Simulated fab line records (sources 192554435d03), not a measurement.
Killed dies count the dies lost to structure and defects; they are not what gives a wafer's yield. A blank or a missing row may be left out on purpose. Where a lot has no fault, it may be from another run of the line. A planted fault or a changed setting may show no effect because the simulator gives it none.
Chamber matching | flow n5_finfet | rie_diel-04 running N5_MOL_CONTACT_COAG_ETCHBACK_132: 4 sister chambers
The step etches SiO2 in CHF3, target depth 10 nm, time 6.7 s. 18 wafers are shown with their chamber, then 9 later ones without.

## WAFERS PAIRED WITH THEIR CHAMBERS
wafer  | chamber | drypump_motor_current_A (A) | throttle_valve_pct (%) | oes_product_au (a.u.)
L075.1 | 2       | 6.5                         | 19.01                  | 0.70
L075.2 | 1       | 5.6                         | 18.63                  | 0.72
L075.4 | 0       | 5.6                         | 19.14                  | 0.72
L080.2 | 0       | 5.6                         | 19.15                  | 0.70
L080.5 | 1       | 5.6                         | 18.66                  | 0.70
L080.6 | 3       | 5.7                         | 18.47                  | 0.75
L086.2 | 1       | 5.6                         | 18.67                  | 0.70
L086.5 | 0       | 5.6                         | 19.16                  | 0.70
L086.6 | 1       | 5.6                         | 18.68                  | 0.70
L088.1 | 1       | 5.6                         | 18.69                  | 0.69
L088.3 | 2       | 6.6                         | 18.65                  | 0.96
L088.4 | 3       | 5.7                         | 18.50                  | 0.73
L090.1 | 1       | 5.6                         | 18.69                  | 0.69
L090.3 | 2       | 6.5                         | 18.66                  | 0.93
L090.5 | 2       | 6.5                         | 18.65                  | 0.93
L092.1 | 1       | 5.6                         | 18.70                  | 0.69
L092.2 | 3       | 5.6                         | 18.51                  | 0.74
L092.3 | 2       | 6.5                         | 18.66                  | 0.92

SIGNATURES (averages over the wafers above)
reading                 | chamber 0 | chamber 1 | chamber 2 | chamber 3 | scatter within a chamber
drypump_motor_current_A | 5.600     | 5.600     | 6.520     | 5.667     | 0.0324
throttle_valve_pct      | 19.1500   | 18.6743   | 18.7260   | 18.4933   | 0.0868
oes_product_au          | 0.7067    | 0.6986    | 0.8880    | 0.7400    | 0.0575
Rule: a wafer's distance from a chamber is the root of the sum, over the readings, of the square of ((its reading less the chamber's mean) divided by the reading's scatter). If the next closest chamber is less than 2 further off than the closest, the wafer can't be placed; otherwise it belongs to the closest. How the scatter is found: for the shown wafers, subtract from each reading the mean of its chamber, square and add these, divide the total by (wafers less chambers), then take the root.

## WAFERS WITHOUT THEIR CHAMBER
wafer  | drypump_motor_current_A (A) | throttle_valve_pct (%) | oes_product_au (a.u.)
L093.1 | 5.6                         | 18.52                  | 0.73
L093.2 | 6.5                         | 18.65                  | 0.92
L093.4 | 5.6                         | 18.69                  | 0.69
L096.2 | 6.5                         | 18.68                  | 0.89
L096.4 | 5.6                         | 18.55                  | 0.73
L096.6 | 5.6                         | 18.67                  | 0.68
L097.3 | 5.6                         | 18.80                  | 0.94
L097.4 | 6.5                         | 18.68                  | 0.90
L097.5 | 5.6                         | 18.80                  | 0.94

## WHICH CHAMBER EACH WENT THROUGH
wafer  | from the rows above          | in truth
L093.1 | can't be placed: 1 or 3      | 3
L093.2 | 2                            | 2
L093.4 | 1                            | 1
L096.2 | 2                            | 2
L096.4 | can't be placed: 1 or 3      | 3
L096.6 | 1                            | 1
L097.3 | can't be placed: 1 or 3 or 0 | 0
L097.4 | 2                            | 2
L097.5 | can't be placed: 1 or 3 or 0 | 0
Correctly placed: 5 of 9. Can't be placed from these rows: 4 (the true chamber is among the candidates in 4). Placed wrongly: 0.
